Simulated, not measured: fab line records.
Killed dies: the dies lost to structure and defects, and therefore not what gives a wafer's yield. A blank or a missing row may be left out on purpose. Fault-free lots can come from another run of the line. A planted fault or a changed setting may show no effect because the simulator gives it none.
A struck lot beside a sound one / flow nand-harc / 33 steps out of a route of 1159
Sound: the wafers L787.2, L787.3, L787.4. Struck: wafer L806.5 (left out: L806.2, L806.6 of the same lot, which were not struck); the cause appears at the end.
At each step with rows: each side's tool, then ch and its chambers, then its first start. Under that, the readings that differ: sound wafers / struck wafers / difference of the means / sigmas: that difference in standard deviations of wafers without a fault.
alike: words and numbers the same on both sides, and readings whose means are apart by under 2 such deviations; not compared: readings that were withheld, readings missing a value for some wafer, numbers with overlapping values and no deviation given by the record, and bounds like >300 which may hide the same value.
A row with sigmas, a row that says differs or no value, or rows on one side alone: a step with any of these is where the two part. Numbers that have no deviation but don't overlap get no sigmas and don't part them. Lack of a reading on every wafer of one side parts them only where that side has two or more wafers.

first, 9 steps without rows for these wafers: NHARC_A_M1_DESCUM_14 (chemistry O2, time 3 s); NHARC_A_M1_ETCH_35 (etches the open film in N2/H2, target depth 40 nm, overetch 12 nm, time 43.94 s); NHARC_A_M1_ETCH_15 (etches the open film in C4F8/Ar, target depth 182.5 nm, time 91.2 s); NHARC_A_M1_STRIP_18 (strips in N2/H2); NHARC_A_M1_ETCH_28 (etches the open film in CF4/N2, target depth 30 nm, time 72.99 s); NHARC_A_M1_STRIP_19 (strips in post etch residue remover, time 600 s); NHARC_A_M1_DEGAS_29 (time 60 s); NHARC_A_M1_PRE_CLEAN_30 (time 30 s); NHARC_A_M1_PVD_20 (deposits TaN, target thk 5 nm, time 8.06 s).
NHARC_A_M1_PVD_21: deposits Cu, target thk 30 nm, time 20.49 s.
  sound on pvd-sputter-02 at day 18 09:32; struck on pvd-sputter-02 at day 22 10:44
  alike: cathode-dc-power-W, throttle-valve-pct
then, 22 steps without rows for these wafers: NHARC_A_M1_ECD_22 (material Cu, target thk 400 nm); NHARC_A_M1_ANNEAL_31 (time 90 s); NHARC_A_M1_CMP_23 (polishes, t overpolish 20 s, target thk 154.34 nm); NHARC_A_M1_SRD_25; NHARC_A_M1_PRE_CLEAN_32 (time 12 s); NHARC_A_M1_DEP_33 (deposits SiCN, target thk 30 nm); NHARC_A_BONDPAD_DEP_00 (deposits SiCN, target thk 250 nm); NHARC_A_BONDPAD_CMP_29 (polishes SiCN, target thk 200 nm); NHARC_A_BONDPAD_SRD_31; NHARC_A_BONDPAD_DEHYDRATE_01 (time 120 s); NHARC_A_BONDPAD_HMDS_02 (time 30 s); NHARC_A_BONDPAD_COAT_33 (time 65 s); NHARC_A_BONDPAD_COAT_03 (resist thk 600 nm); NHARC_A_BONDPAD_SOFTBAKE_04 (time 70 s); NHARC_A_BONDPAD_EBR_05; NHARC_A_BONDPAD_EXPOSE_06 (exposes mask A BPAD); NHARC_A_BONDPAD_PEB_07 (peb time 80 s); NHARC_A_BONDPAD_DEVELOP_08 (time 50 s); NHARC_A_BONDPAD_HARDBAKE_10 (time 65 s); NHARC_A_BONDPAD_DESCUM_11 (chemistry O2, time 3 s); NHARC_A_BONDPAD_ETCH_34 (etches the open film in N2/H2, target depth 60 nm, overetch 18 nm, time 65.91 s); NHARC_A_BONDPAD_ETCH_12 (etches the open film in CHF3/O2, target depth 220 nm, time 110 s).
NHARC_END_SORT_01:
  here the record holds rows for the struck wafers (prober-01 ch 0, day 24 01:11) but none for the sound ones

## WHERE THEY PART
Only at NHARC_END_SORT_01, as far as this record shows.

WHY: what the simulator had put in
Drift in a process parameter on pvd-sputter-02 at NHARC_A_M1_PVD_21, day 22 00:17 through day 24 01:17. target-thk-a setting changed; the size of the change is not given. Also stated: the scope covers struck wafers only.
